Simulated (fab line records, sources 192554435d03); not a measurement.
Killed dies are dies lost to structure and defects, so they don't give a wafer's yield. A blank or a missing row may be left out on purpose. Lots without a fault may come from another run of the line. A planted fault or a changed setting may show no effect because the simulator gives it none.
Split-lot experiment | flow n5_finfet | 7 lots, 21 wafers read, on a route of 1938 steps

THE SPLIT
At N5_PASSIVATION_PASS_ETCH_47 (etches SiNx in CF4/O2, target depth 770 nm, time 385 s), the setting time_s was moved away from the recipe's 385 s on 5 of the 21 wafers read, by +7.1% to +20.1%. The other wafers ran this setting at the recipe's value.

The reading is taken at the split's own step.

THE READING
etch.depth_nm (the simulator's own value, which no gauge read), in nm, at N5_PASSIVATION_PASS_ETCH_47 (etches SiNx in CF4/O2, target depth 770 nm, time 385 s). The file gives no usual value for it. The 16 wafers here that ran the recipe average 774.7 nm, standard deviation 17 nm.

wafer  | tool, chamber at the split | time_s as run, s | against the recipe | etch.depth_nm, nm | against lot-mates on the recipe
L074.1 | rie_diel-03, 1             | 385              | recipe             | 795.3             | -
L074.5 | rie_diel-03, 3             | 423.6            | +10.0%             | 853.4             | +58.1
L074.6 | rie_diel-03, 0             | 423.6            | +10.0%             | 831.6             | +36.3
L075.3 | rie_diel-03, 3             | 385              | recipe             | 777.3             | -
L075.4 | rie_diel-03, 0             | 385              | recipe             | 759.2             | -
L075.5 | rie_diel-03, 2             | 385              | recipe             | 792.1             | -
L080.1 | rie_diel-04, 1             | 385              | recipe             | 784.4             | -
L080.2 | rie_diel-04, 2             | 462.2            | +20.1%             | 940.6             | +171.8
L080.3 | rie_diel-04, 3             | 385              | recipe             | 753.2             | -
L084.2 | rie_diel-05, 1             | 385              | recipe             | 751               | -
L084.3 | rie_diel-05, 2             | 385              | recipe             | 807               | -
L084.5 | rie_diel-05, 0             | 385              | recipe             | 797.4             | -
L089.2 | rie_diel-03, 2             | 385              | recipe             | 764.2             | -
L089.5 | rie_diel-03, 2             | 385              | recipe             | 768.7             | -
L089.6 | rie_diel-03, 3             | 423.4            | +10.0%             | 844               | +77.5
L091.4 | rie_diel-05, 1             | 385              | recipe             | 773.7             | -
L091.5 | rie_diel-05, 0             | 385              | recipe             | 784.1             | -
L091.6 | rie_diel-05, 3             | 385              | recipe             | 754.5             | -
L095.3 | rie_diel-04, 3             | 385              | recipe             | 753.4             | -
L095.4 | rie_diel-04, 1             | 412.2            | +7.1%              | 832.3             | +66.1
L095.5 | rie_diel-04, 1             | 385              | recipe             | 779               | -

THE FIT
A straight line over all 21 wafers: etch.depth_nm changes by +7.74 nm for each +1% of time_s; r = +0.93; the points scatter about the line by 17 nm.
The same after taking each lot's own level away (the mean of its wafers on the recipe; 21 wafers): +7.57 nm for each +1%; r = +0.92; scatter 18 nm.
On that fit, the largest move of time_s shifts the reading by 1.5e+02 nm.
The lots' own levels span 766.20 to 795.30 nm, that is 1.7 times the standard deviation above.
So the lot-to-lot level changes the slope little: the two slopes agree.
Check: with one of the wafers moved furthest among these (+20.1%) left out of the fit, the line predicts +125 nm for it against its lot-mates. It came out at +172 nm against them.

OTHER SPLITS ON THESE WAFERS
These wafers also went through other splits before the reading. Each is held against what the fit with the lots' levels taken away leaves over:
other split on the same wafers | wafers away from the commonest value | r with etch.depth_nm (lot level and that fit taken away)
N5_BEOL_M12_SPUTTER_44 time_s  | 4                                    | +0.28
N5_BEOL_M15_PEB_26 peb_temp_c  | 8                                    | +0.09
N5_MIM_BOT_ETCH_ETCH_04 time_s | 9                                    | -0.14
N5_PASSIVATION_ETCH_15 bias_w  | 9                                    | -0.12

THE FILE'S OWN FIT
etch.depth_nm changes by +7.91 nm for each +1% of time_s, r = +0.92.
